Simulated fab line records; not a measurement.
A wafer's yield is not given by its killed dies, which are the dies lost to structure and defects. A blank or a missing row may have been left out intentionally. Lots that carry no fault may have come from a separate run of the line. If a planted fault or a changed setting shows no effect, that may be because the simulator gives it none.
fab line records | flow n5Finfet
record: lots: 7 wafers: 39
route steps=1938 shown FIN_SAQP@102 SD_EPI_N@278 SD_EPI_P@321 MOL_CONTACT_COAG@537 BEOL_M1@751 BEOL_M2@841 BEOL_M5@1174
startH: hours from the record's opening day to when the first of the lot's shown wafers began | waitH: how many hours have passed since the lot's step before this one | " same as the row above | L1.1+2: several wafers, shown together as one row | - no value, or no start was given | * or withheld: withheld | < > ~ a bound
route shown NAME@n: names a module that has steps shown in the file, with the first one's number in the route | usual: mean/standard deviation of fault-free wafers | same: alike in all rows | chamber/n: place in a boat | sites: per-site readings | _std_site: standard deviation across them | _edge_site: mean of outer sites minus mean of inner sites | radiusMm: for every site, how far away it sits from the centre of the wafer | mask NAME#n: copy n | behind: tool/chamber where the wafer was last shaped | hold: why the lot was held/for how many hours/how that ended | device: which transistor (n, p or np) failed to switch | end of line: the same wafers' tests at the end of the route | step lacking rows: just its recipe | killed: count of dies lost to structure and defects at first sort (not the wafer's yield) | map: a wafer's dies, marking killed ones x, the rest . and places with no die _
set.NAME: the setting as run; set.NAME@STEP: as run at that earlier step | model.NAME: the simulator's own value behind a step, which no gauge read
lots with deliberately changed settings; one table per step, one row per wafer
== steps ==
step: N5_FIN_SAQP_HM_DEP_72
recipe: material: SiO2 targetThkA: 120 tempC: 400 precursor: SiH4/N2O pressureTorr: 0.75 rfW: 275 timeS: 7.2
columns lot.wafer tool chamber startH waitH set.timeS model.SiO2_of_FIN_SAQP_HM_DEP_72.thkNm
L074.1 pecvd-02 2 21.92 0.0 7.2 11.87
L074.2 " 0 " " 4.928 8.064
L074.3 " 1 " " 7.2 11.79
L074.4 " 1 " " 4.928 8.322
L074.5 " 2 " " 4.928 8.022
L074.6 " 0 " " 7.2 12.05
L076.1 pecvd-04 1 33.19 0.0 4.88 8.196
L076.2 " 0 " " 7.2 11.86
L076.3 " 1 " " 4.88 8.207
L076.4 " 0 " " 4.88 8.345
L076.5 " 1 " " 7.2 11.94
L076.6 " 0 " " 7.2 12.17
L081.2 pecvd-02 0 64.49 0.0 7.2 11.92
L081.4 " 0 " " 7.2 11.98
L081.6 " 1 " " 7.2 12.07
L084.1 pecvd-04 1 81.75 0.0 7.2 12.05
L084.2 " 0 " " 7.2 11.91
L084.3 " 2 " " 8.702 14.48
L084.4 " 0 " " 8.702 14.55
L084.5 " 2 " " 7.2 12.01
L084.6 " 1 " " 8.702 14.6
L088.1 pecvd-04 2 105.76 0.0 7.2 12.05
L088.2 " 1 " " 4.43 7.204
L088.3 " 0 " " 7.2 11.95
L088.4 " 1 " " 4.43 7.361
L088.5 " 2 " " 4.43 7.506
L088.6 " 0 " " 7.2 11.99
L093.1 pecvd-02 0 137.75 0.0 7.2 11.84
L093.2 " 1 " " 7.2 12.07
L093.3 " 2 " " 7.2 11.88
L093.4 " 2 " " 7.2 12.21
L093.5 " 1 " " 7.2 11.92
L093.6 " 0 " " 7.2 12.15
L097.1+6 pecvd-04 2 161.54 0.0 7.2 11.86
L097.2 " 1 " " 7.2 11.69
L097.3 " 0 " " 7.2 11.82
L097.4 " 1 " " 7.2 11.91
L097.5 " 0 " " 7.2 11.93
step: N5_FIN_SAQP_COAT_49
recipe: resist: SOC tempC: 250 timeS: 60 spinRpm: 1500 resistThkNm: 100
step: N5_FIN_SAQP_COAT_50
recipe: resist: SiARC tempC: 220 timeS: 60 spinRpm: 1500 resistThkNm: 35
step: N5_FIN_SAQP_ETCH_52
recipe: chemistry: N2/H2 target: SOC targetDepthA: 1000 overetchA: 200 maskMaterial: SiARC tempC: 40 timeS: 150 ionEnergyEv: 200 pressureMtorr: 30 sourceW: 840 biasW: 150 n2FlowSccm: 200 h2FlowSccm: 200 ends: endPoint
step: N5_FIN_SAQP_STRIP_53
recipe: chemistry: N2/H2 tempC: 40 n2FlowSccm: 200 h2FlowSccm: 200 rfFrequencyHz: 6e+07
step: N5_FIN_SAQP_HM_OPEN_73
recipe: chemistry: CHF3/O2 target: SiO2 stopOn: a-Si targetDepthA: 120 overEtchFrac: 1.8 maskMaterial: SOC timeS: 16.8 pressureMtorr: 30 sourceW: 650 biasW: 170 Ar_flow_sccm: 200 CHF3_flow_sccm: 50 O2_flow_sccm: 5 ionEnergyEv: 200 ends: endPoint
columns lot.wafer tool chamber startH waitH set.timeS@FIN_SAQP_HM_DEP_72 model.etch.depthNm
L074.1 rieDiel-03 1 22.67 0.0 7.2 11.87
L074.2 " 0 " " 4.928 8.064
L074.3 " 2 " " 7.2 11.79
L074.4 " 3 " " 4.928 8.322
L074.5 " 2 " " 4.928 8.022
L074.6 " 3 " " 7.2 12.05
L076.1 rieDiel-06 1 34.42 0.0 4.88 8.196
L076.2 " 3 " " 7.2 11.86
L076.3 " 0 " " 4.88 8.207
L076.4 " 2 " " 4.88 8.345
L076.5 " 1 " " 7.2 11.94
L076.6 " 0 " " 7.2 12.17
L081.2 rieDiel-06 0 65.12 0.0 7.2 11.92
L081.4 " 1 " " 7.2 11.98
L081.6 " 2 " " 7.2 12.07
L084.1 rieDiel-05 0 82.37 0.0 7.2 12.05
L084.2 " 3 " " 7.2 11.91
L084.3 " 1 " " 8.702 14.48
L084.4 " 2 " " 8.702 14.55
L084.5 " 2 " " 7.2 12.01
L084.6 " 3 " " 8.702 14.6
L088.1 rieDiel-06 0 106.51 0.0 7.2 12.05
L088.2 " 2 " " 4.43 7.204
L088.3 " 3 " " 7.2 11.95
L088.4 " 3 " " 4.43 7.361
L088.5 " 0 " " 4.43 7.506
L088.6 " 2 " " 7.2 11.99
L093.1 rieDiel-06 2 138.55 0.0 7.2 11.84
L093.2 " 1 " " 7.2 12.07
L093.3 " 0 " " 7.2 11.88
L093.4 " 3 " " 7.2 12.21
L093.5 " 0 " " 7.2 11.92
L093.6 " 3 " " 7.2 12.15
L097.1+6 rieDiel-03 2,0 163.60 0.0 7.2 11.86
L097.2 " 3 " " 7.2 11.69
L097.3 " 0 " " 7.2 11.82
L097.4 " 1 " " 7.2 11.91
L097.5 " 3 " " 7.2 11.93
step: N5_SD_EPI_N_ETCH_45
recipe: chemistry: CH3F/O2 target: SiOCN targetDepthA: 60 maskMaterial: SOC ionEnergyEv: 60 biasW: 29 pressureMtorr: 15 sourceW: 410 Ar_flow_sccm: 150 CH3F_flow_sccm: 30 O2_flow_sccm: 20
columns lot.wafer tool chamber startH waitH set.targetDepthA model.etch.depthNm
L074.1 rieDiel-03 3 49.64 0.1 60 6.076
L074.2 " 2 " " 60 5.97
L074.3 " 0 " " 60 5.971
L074.4 " 1 " " 48.72 4.78
L074.5 " 2 " " 48.72 4.856
L074.6 " 1 " " 48.72 4.804
L076.1 rieDiel-05 0 61.88 0.1 60 6.011
L076.2 " 2 " " 40.94 4.044
L076.3 " 1 " " 40.94 4.026
L076.4 " 3 " " 60 5.87
L076.5 " 1 " " 40.94 4.053
L076.6 " 0 " " 60 5.982
L081.2 rieDiel-05 1 94.74 0.1 60 5.96
L081.4 " 3 " " 60 5.863
L081.6 " 1 " " 60 5.921
L084.1 rieDiel-05 1 110.43 0.1 60 5.843
L084.2 " 3 " " 60 5.878
L084.3 " 2 " " 33.35 3.276
L084.4 " 0 " " 33.35 3.299
L084.5 " 1 " " 33.35 3.283
L084.6 " 2 " " 60 5.954
L088.1 rieDiel-06 1 135.56 0.1 41.06 4.249
L088.2 " 3 " " 41.06 4.148
L088.3 " 2 " " 60 5.974
L088.4 " 1 " " 60 6.162
L088.5 " 3 " " 60 6.029
L088.6 " 2 " " 41.06 4.08
L093.1 rieDiel-06 3 169.29 0.1 43.51 4.412
L093.2 " 1 " " 60 6.108
L093.3 " 0 " " 43.51 4.321
L093.4 " 3 " " 60 6.05
L093.5 " 1 " " 60 6.152
L093.6 " 0 " " 43.51 4.329
L097.1 rieDiel-05 0 191.02 0.1 87.62 8.593
L097.2 " 1 " " 87.62 8.571
L097.3 " 2 " " 60 6.022
L097.4 " 2 " " 60 6.05
L097.5 " 0 " " 60 5.874
L097.6 " 1 " " 87.62 8.487
step: N5_SD_EPI_P_EPI_21
recipe: material: SiGe:B dopant: B tempC: 550 pressureTorr: 20 ambient: H2 timeS: 355
columns lot.wafer tool chamber startH waitH set.epiGrowthTimeS model.SiGe-B_of_SD_EPI_P_EPI_21.thkNm
L074.1 epiRpcvd-02 0 56.05 0.1 355 60.4
L074.2+5 " 0 " " 355 59.8
L074.3 " 0 " " 204.3 37.8
L074.4+6 " 0 " " 204.3 37.4
L076.1+6 epiRpcvd-02 0 67.21 0.1 355 60.8
L076.2 " 0 " " 149.5 28
L076.3 " 0 " " 149.5 28.2
L076.4 " 0 " " 149.5 27.4
L076.5 " 0 " " 355 61.2
L081.2 epiRpcvd-02 0 101.74 0.5 355 61.2
L081.4 " 0 " " 355 62
L081.6 " 0 " " 355 62.2
L084.1 epiRpcvd-04 0 115.70 0.1 443.8 71.8
L084.2 " 0 " " 355 62.2
L084.3 " 0 " " 443.8 72
L084.4+6 " 0 " " 355 61.4
L084.5 " 0 " " 443.8 72.2
L088.1 epiRpcvd-02 0 141.85 0.1 355 60.8
L088.2 " 0 " " 355 60.6
L088.3 " 0 " " 355 61
L088.4 " 0 " " 424.4 68.8
L088.5+6 " 0 " " 424.4 69.2
L093.1+5 epiRpcvd-01 0 174.81 0.2 355 61
L093.2 " 0 " " 355 60.8
L093.3+4+6 " 0 " " 234.8 43.8
L097.1+6 epiRpcvd-01 0 196.17 0.1 275 50.8
L097.2+4 " 0 " " 355 60.4
L097.3 " 0 " " 355 59.8
L097.5 " 0 " " 275 50.2
step: N5_SD_EPI_P_EPI_MEAS_23
recipe: mode: xrd
usual: thkNm: 61.1/1.3
columns lot.wafer tool chamber startH waitH set.epiGrowthTimeS@SD_EPI_P_EPI_21 thkNm
L074.1 filmMetro-02 - 58.24 1.8 355 60.4
L074.2 " - " " 355 60.5
L074.3 " - " " 204.3 38.7
L074.4 " - " " 204.3 39.2
L074.5 " - " " 355 60.1
L074.6 " - " " 204.3 39.5
L076.1 filmMetro-01 - 69.42 1.9 355 60.0
L076.2 " - " " 149.5 26.9
L076.3 " - " " 149.5 29.7
L076.4 " - " " 149.5 27.9
L076.5 " - " " 355 61.3
L076.6 " - " " 355 61.6
L081.2 filmMetro-02 - 103.58 1.5 355 61.1
L081.4 " - " " 355 61.7
L081.6 " - " " 355 60.9
L084.1 filmMetro-01 - 117.90 1.8 443.8 73.9
L084.2 " - " " 355 62.2
L084.3 " - " " 443.8 70.8
L084.4 " - " " 355 60.3
L084.5 " - " " 443.8 73.0
L084.6 " - " " 355 63.0
L088.1 filmMetro-01 - 144.04 1.8 355 61.2
L088.2 " - " " 355 59.8
L088.3 " - " " 355 63.8
L088.4 " - " " 424.4 70.1
L088.5 " - " " 424.4 68.6
L088.6 " - " " 424.4 68.3
L093.1 filmMetro-02 - 177.73 2.4 355 61.9
L093.2 " - " " 355 60.7
L093.3 " - " " 234.8 42.3
L093.4 " - " " 234.8 43.6
L093.5 " - " " 355 61.5
L093.6 " - " " 234.8 45.7
L097.1 filmMetro-02 - 198.37 1.8 275 48.3
L097.2 " - " " 355 61.3
L097.3 " - " " 355 58.6
L097.4 " - " " 355 58.5
L097.5 " - " " 275 50.7
L097.6 " - " " 275 51.1
step: N5_MOL_CONTACT_COAG_ETCH_15
recipe: chemistry: CH3F/O2 target: SiNx targetDepthA: 70 maskMaterial: SOC stopOn: Si:P overEtchFrac: 0.75 ionEnergyEv: 120 pressureMtorr: 30 sourceW: 395 biasW: 73 Ar_flow_sccm: 150 CH3F_flow_sccm: 30 O2_flow_sccm: 20
columns lot.wafer tool chamber startH waitH set.targetDepthA model.SOC_of_MOL_CONTACT_COAG_COAT_103.thkNm
L074.1 rieDiel-06 3 88.82 0.0 51.42 75.6
L074.2+6 " 2 " " 70 75
L074.3 " 0 " " 70 74.8
L074.4+5 " 3,0 " " 51.42 76
L076.1+2 rieDiel-06 0,3 99.92 0.0 83.61 74.8
L076.3 " 2 " " 83.61 75
L076.4 " 0 " " 70 75.6
L076.5+6 " 2,3 " " 70 75.4
L081.2+6 rieDiel-06 3,1 134.73 0.0 70 75
L081.4 " 3 " " 70 74.8
L084.1 rieDiel-06 0 152.36 0.0 54.14 76.4
L084.2+6 " 2 " " 70 75.4
L084.3 " 1 " " 70 75
L084.4 " 0 " " 54.14 76.2
L084.5 " 1 " " 54.14 76
L088.1 rieDiel-06 2 178.22 0.0 81.94 74.6
L088.2+4 " 1,0 " " 81.94 74.8
L088.3 " 3 " " 70 75.6
L088.5+6 " 0,3 " " 70 75.4
L093.1+4+5 rieDiel-03 1,2,1 207.14 0.0 70 75
L093.2 " 2 " " 70 75.2
L093.3+6 " 0 " " 70 75.4
L097.1 rieDiel-06 2 228.46 0.0 70 75.4
L097.2+3 " 0,3 " " 45.71 76.6
L097.4 " 1 " " 70 75
L097.5 " 2 " " 70 75.2
L097.6 " 1 " " 45.71 76.4
step: N5_MOL_CONTACT_COAG_ETCH_110
recipe: chemistry: CF4/O2 target: Si targetDepthA: 25 timeS: 8 pressureMtorr: 100 sourceW: 200 biasW: 12 ionEnergyEv: 60 Ar_flow_sccm: 100 cf4FlowSccm: 100 O2_flow_sccm: 10
columns lot.wafer tool chamber startH waitH set.targetDepthA@MOL_CONTACT_COAG_ETCH_15 model.SOC_of_MOL_CONTACT_COAG_COAT_103.thkNm
L074.1 rieDiel-06 3 88.88 0.0 51.42 74.2
L074.2 " 2 " " 70 73.4
L074.3 " 0 " " 70 73.2
L074.4 " 3 " " 51.42 74.4
L074.5 " 0 " " 51.42 74.6
L074.6 " 2 " " 70 73.6
L076.1+3 rieDiel-06 0,2 99.98 0.0 83.61 73.4
L076.2 " 3 " " 83.61 73.2
L076.4+5+6 " 0,2,3 " " 70 74
L081.2 rieDiel-06 3 134.79 0.0 70 73.6
L081.4+6 " 3,1 " " 70 73.4
L084.1 rieDiel-06 0 152.42 0.0 54.14 74.8
L084.2 " 2 " " 70 73.8
L084.3 " 1 " " 70 73.6
L084.4 " 0 " " 54.14 74.6
L084.5 " 1 " " 54.14 74.4
L084.6 " 2 " " 70 74
L088.1 rieDiel-06 2 178.28 0.0 81.94 73
L088.2 " 1 " " 81.94 73.2
L088.3+5 " 3,0 " " 70 74
L088.4 " 0 " " 81.94 73.4
L088.6 " 3 " " 70 73.8
L093.1+4 rieDiel-03 1,2 207.20 0.0 70 73.6
L093.2+3 " 2,0 " " 70 73.8
L093.5 " 1 " " 70 73.4
L093.6 " 0 " " 70 74
L097.1+5 rieDiel-06 2 228.52 0.0 70 73.8
L097.2+3 " 0,3 " " 45.71 75
L097.4 " 1 " " 70 73.4
L097.6 " 1 " " 45.71 74.8
step: N5_BEOL_M1_ILD_DEP_00
recipe: material: SiOC targetThkA: 790 tempC: 350 precursor: DEMS/O2 pressureTorr: 5 rfW: 500 timeS: 15.3
columns lot.wafer tool chamber startH waitH set.timeS model.SiOC_of_BEOL_M1_ILD_DEP_00.thkNm
L074.1 pecvd-02 2 117.88 0.0 15.3 78.8
L074.2 " 0 " " 19.66 99.4
L074.3 " 1 " " 19.66 100.4
L074.4 " 0 " " 15.3 78.4
L074.5 " 1 " " 19.66 101.6
L074.6 " 2 " " 15.3 79.2
L076.1 pecvd-03 2 136.26 0.0 15.3 78.8
L076.2 " 1 " " 15.3 78.4
L076.3 " 0 " " 23.09 118.2
L076.4 " 1 " " 15.3 79.2
L076.5 " 0 " " 23.09 119.8
L076.6 " 2 " " 23.09 120.8
L081.2 pecvd-04 0 173.54 0.0 15.3 78.4
L081.4 " 0 " " 15.3 81.4
L081.6 " 2 " " 15.3 80.8
L084.1 pecvd-04 2 188.96 0.0 15.3 77.8
L084.2 " 0 " " 15.3 78.4
L084.3 " 1 " " 17.62 89.2
L084.4 " 1 " " 15.3 79.8
L084.5 " 2 " " 17.62 91.4
L084.6 " 0 " " 17.62 90.6
L088.1 pecvd-02 0 208.00 0.0 7.712 38.8
L088.2 " 1 " " 15.3 79.2
L088.3 " 2 " " 15.3 78.2
L088.4 " 2 " " 7.712 39.8
L088.5 " 0 " " 15.3 79.6
L088.6 " 1 " " 7.712 40.4
L093.1 pecvd-03 2 240.68 0.0 15.3 77.8
L093.2 " 1 " " 15.3 78.6
L093.3 " 0 " " 15.3 78
L093.4 " 2 " " 15.3 78.8
L093.5 " 1 " " 15.3 79.4
L093.6 " 0 " " 15.3 79.6
L097.1 pecvd-04 2 261.01 0.0 15.3 78.4
L097.2 " 1 " " 15.3 78
L097.3 " 0 " " 15.3 77.6
L097.4+5 " 2,0 " " 23.26 119.8
L097.6 " 1 " " 23.26 120.2
step: N5_BEOL_M1_THK_MEAS_01
recipe: reads: SiOC_of_BEOL_M1_ILD_DEP_00
usual: M1_ILD_THK: 79.0/0.95
columns lot.wafer tool chamber startH waitH set.timeS@BEOL_M1_ILD_DEP_00 M1_ILD_THK[nm]
L074.1 filmMetro-02 - 117.94 0.0 15.3 78.8
L074.2 " - " " 19.66 99.4
L074.3 " - " " 19.66 100.4
L074.4 " - " " 15.3 78.5
L074.5 " - " " 19.66 101.5
L074.6 " - " " 15.3 79.2
L076.1 filmMetro-01 - 136.32 0.0 15.3 78.7
L076.2 " - " " 15.3 78.4
L076.3 " - " " 23.09 118.3
L076.4 " - " " 15.3 79.2
L076.5 " - " " 23.09 119.8
L076.6 " - " " 23.09 120.8
L081.2 filmMetro-01 - 173.61 0.1 15.3 78.4
L081.4 " - " " 15.3 81.4
L081.6 " - " " 15.3 80.9
L084.1 filmMetro-01 - 189.02 0.0 15.3 77.8
L084.2 " - " " 15.3 78.4
L084.3 " - " " 17.62 89.3
L084.4 " - " " 15.3 79.7
L084.5 " - " " 17.62 91.4
L084.6 " - " " 17.62 90.4
L088.1 filmMetro-02 - 208.07 0.0 7.712 38.8
L088.2 " - " " 15.3 79.2
L088.3 " - " " 15.3 78.2
L088.4 " - " " 7.712 39.9
L088.5 " - " " 15.3 79.7
L088.6 " - " " 7.712 40.3
L093.1 filmMetro-02 - 240.75 0.0 15.3 77.8
L093.2 " - " " 15.3 78.7
L093.3 " - " " 15.3 78.0
L093.4 " - " " 15.3 78.8
L093.5 " - " " 15.3 79.3
L093.6 " - " " 15.3 79.7
L097.1 filmMetro-02 - 261.08 0.0 15.3 78.4
L097.2 " - " " 15.3 78.1
L097.3 " - " " 15.3 77.5
L097.4 " - " " 23.26 119.8
L097.5 " - " " 23.26 119.9
L097.6 " - " " 23.26 120.1
step: N5_BEOL_M2_ILD_DEP_00
recipe: material: SiOC targetThkA: 790 tempC: 350 precursor: DEMS/O2 pressureTorr: 5 rfW: 500 timeS: 15.3
columns lot.wafer tool chamber startH waitH set.timeS model.SiOC_of_BEOL_M2_ILD_DEP_00.thkNm
L074.1 pecvd-02 0 127.27 0.0 15.3 76.8
L074.2 " 2 " " 10.29 52.6
L074.3 " 1 " " 15.3 78.2
L074.4 " 0 " " 15.3 78.4
L074.5 " 2 " " 10.29 52.4
L074.6 " 1 " " 10.29 53.8
L076.1 pecvd-02 1 155.24 0.0 15.3 79.8
L076.2 " 2 " " 15.3 78.2
L076.3 " 0 " " 6.706 34.2
L076.4 " 2 " " 6.706 35.2
L076.5 " 0 " " 6.706 35.4
L076.6 " 1 " " 15.3 81
L081.2 pecvd-04 0 183.61 0.0 15.3 80
L081.4 " 0 " " 15.3 80.4
L081.6 " 1 " " 15.3 80.8
L084.1 pecvd-04 1 198.04 0.0 15.3 79.4
L084.2 " 2 " " 15.3 78.4
L084.3 " 0 " " 15.3 78.2
L084.4 " 2 " " 15.3 78.8
L084.5 " 0 " " 15.3 80.2
L084.6 " 1 " " 15.3 80
L088.1 pecvd-04 0 218.69 0.0 15.3 78.6
L088.2 " 1 " " 10.39 54.2
L088.3 " 2 " " 10.39 53.6
L088.4 " 2 " " 15.3 79.8
L088.5 " 0 " " 15.3 81
L088.6 " 1 " " 10.39 56.4
L093.1 pecvd-02 0 254.12 0.0 12.54 64
L093.2+5 " 1,0 " " 15.3 78.8
L093.3 " 2 " " 12.54 64.6
L093.4 " 2 " " 12.54 64.8
L093.6 " 1 " " 15.3 79.6
L097.1 pecvd-01 2 269.07 0.0 15.3 78.6
L097.2 " 0 " " 15.3 78.4
L097.3 " 1 " " 8.715 45.2
L097.4 " 2 " " 15.3 78.8
L097.5 " 0 " " 8.715 46.6
L097.6 " 1 " " 8.715 45.6
step: N5_BEOL_M2_THK_MEAS_01
recipe: reads: SiOC_of_BEOL_M2_ILD_DEP_00
usual: M2_ILD_THK: 79.0/0.97
columns lot.wafer tool chamber startH waitH set.timeS@BEOL_M2_ILD_DEP_00 M2_ILD_THK[nm]
L074.1 filmMetro-02 - 127.34 0.0 15.3 76.8
L074.2 " - " " 10.29 52.5
L074.3 " - " " 15.3 78.2
L074.4 " - " " 15.3 78.5
L074.5 " - " " 10.29 52.4
L074.6 " - " " 10.29 53.8
L076.1 filmMetro-01 - 155.30 0.0 15.3 79.9
L076.2 " - " " 15.3 78.1
L076.3 " - " " 6.706 34.3
L076.4 " - " " 6.706 35.2
L076.5 " - " " 6.706 35.3
L076.6 " - " " 15.3 81.0
L081.2 filmMetro-01 - 183.68 0.1 15.3 80.0
L081.4 " - " " 15.3 80.3
L081.6 " - " " 15.3 80.8
L084.1 filmMetro-01 - 198.11 0.0 15.3 79.2
L084.2 " - " " 15.3 78.4
L084.3 " - " " 15.3 78.3
L084.4 " - " " 15.3 78.9
L084.5 " - " " 15.3 80.3
L084.6 " - " " 15.3 80.0
L088.1 filmMetro-02 - 218.75 0.0 15.3 78.6
L088.2 " - " " 10.39 54.2
L088.3 " - " " 10.39 53.7
L088.4 " - " " 15.3 79.8
L088.5 " - " " 15.3 81.0
L088.6 " - " " 10.39 56.4
L093.1 filmMetro-02 - 254.19 0.0 12.54 63.9
L093.2 " - " " 15.3 78.8
L093.3 " - " " 12.54 64.5
L093.4 " - " " 12.54 64.9
L093.5 " - " " 15.3 78.8
L093.6 " - " " 15.3 79.6
L097.1 filmMetro-02 - 269.13 0.0 15.3 78.6
L097.2 " - " " 15.3 78.5
L097.3 " - " " 8.715 45.2
L097.4 " - " " 15.3 78.9
L097.5 " - " " 8.715 46.7
L097.6 " - " " 8.715 45.7
step: N5_BEOL_M5_CVD_47
recipe: material: Co targetThkA: 30 tempC: withheld precursor: CCTBA/H2 pressureTorr: 30 timeS: 216
columns lot.wafer tool chamber startH waitH set.targetThkA model.Co_of_BEOL_M5_CVD_47.thkNm
L074.1+5+6 cvdCo-02 1,0,1 174.82 0.0 30 3
L074.2+3+4 " 2,0,2 " " 37.51 3.8
L076.1+4+6 cvdCo-02 0,2,0 200.31 0.0 30 2.8
L076.2+3+5 " 2,1,1 " " 30 3
L081.2+6 cvdCo-01 2 234.21 0.0 30 3.2
L081.4 " 0 " " 30 3
L084.1+5 cvdCo-02 2 243.35 0.1 43.66 4.2
L084.2 " 0 " " 43.66 4
L084.3+4 " 1 " " 30 3
L084.6 " 0 " " 30 2.8
L088.1+2+4+5+6 cvdCo-01 0,1,2,0,1 274.50 0.0 30 3
L088.3 " 2 " " 30 3.2
L093.1+6 cvdCo-01 2,0 315.74 0.0 30 3
L093.2 " 0 " " 30 3.2
L093.3+5 " 1,2 " " 23.75 2.4
L093.4 " 1 " " 23.75 2.6
L097.1+4+6 cvdCo-01 0,0,1 343.42 0.2 19.97 2
L097.2+3+5 " 2,1,2 " " 30 3
== key ==
split: step: N5_FIN_SAQP_HM_DEP_72 setting: timeS stated: 7.2 by: wafer
response: step: N5_FIN_SAQP_HM_DEP_72 reading: model.SiO2_of_FIN_SAQP_HM_DEP_72.thkNm change: +0.119 per: 1% r: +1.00
response: step: N5_FIN_SAQP_HM_OPEN_73 reading: model.etch.depthNm change: +0.119 per: 1% r: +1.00
split: step: N5_SD_EPI_N_ETCH_45 setting: targetDepthA stated: 60 by: wafer
response: step: N5_SD_EPI_N_ETCH_45 reading: model.etch.depthNm change: +0.059 per: 1% r: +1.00
split: step: N5_SD_EPI_P_EPI_21 setting: epiGrowthTimeS stated: 355 by: wafer
response: step: N5_SD_EPI_P_EPI_21 reading: model.SiGe-B_of_SD_EPI_P_EPI_21.thkNm change: +0.523 per: 1% r: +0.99
response: step: N5_SD_EPI_P_EPI_MEAS_23 reading: thkNm change: * per: 1% r: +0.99
split: step: N5_MOL_CONTACT_COAG_ETCH_15 setting: targetDepthA stated: 70 by: wafer
response: step: N5_MOL_CONTACT_COAG_ETCH_15 reading: model.SOC_of_MOL_CONTACT_COAG_COAT_103.thkNm change: -0.0376 per: 1% r: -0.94
response: step: N5_MOL_CONTACT_COAG_ETCH_110 reading: model.SOC_of_MOL_CONTACT_COAG_COAT_103.thkNm change: -0.0369 per: 1% r: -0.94
split: step: N5_BEOL_M1_ILD_DEP_00 setting: timeS stated: 15.3 by: wafer
response: step: N5_BEOL_M1_ILD_DEP_00 reading: model.SiOC_of_BEOL_M1_ILD_DEP_00.thkNm change: +0.796 per: 1% r: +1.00
response: step: N5_BEOL_M1_THK_MEAS_01 reading: M1_ILD_THK change: +0.796 per: 1% r: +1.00
split: step: N5_BEOL_M2_ILD_DEP_00 setting: timeS stated: 15.3 by: wafer
response: step: N5_BEOL_M2_ILD_DEP_00 reading: model.SiOC_of_BEOL_M2_ILD_DEP_00.thkNm change: +0.781 per: 1% r: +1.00
response: step: N5_BEOL_M2_THK_MEAS_01 reading: M2_ILD_THK change: +0.781 per: 1% r: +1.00
split: step: N5_BEOL_M5_CVD_47 setting: targetThkA stated: 30 by: wafer
response: step: N5_BEOL_M5_CVD_47 reading: model.Co_of_BEOL_M5_CVD_47.thkNm change: +0.0284 per: 1% r: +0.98
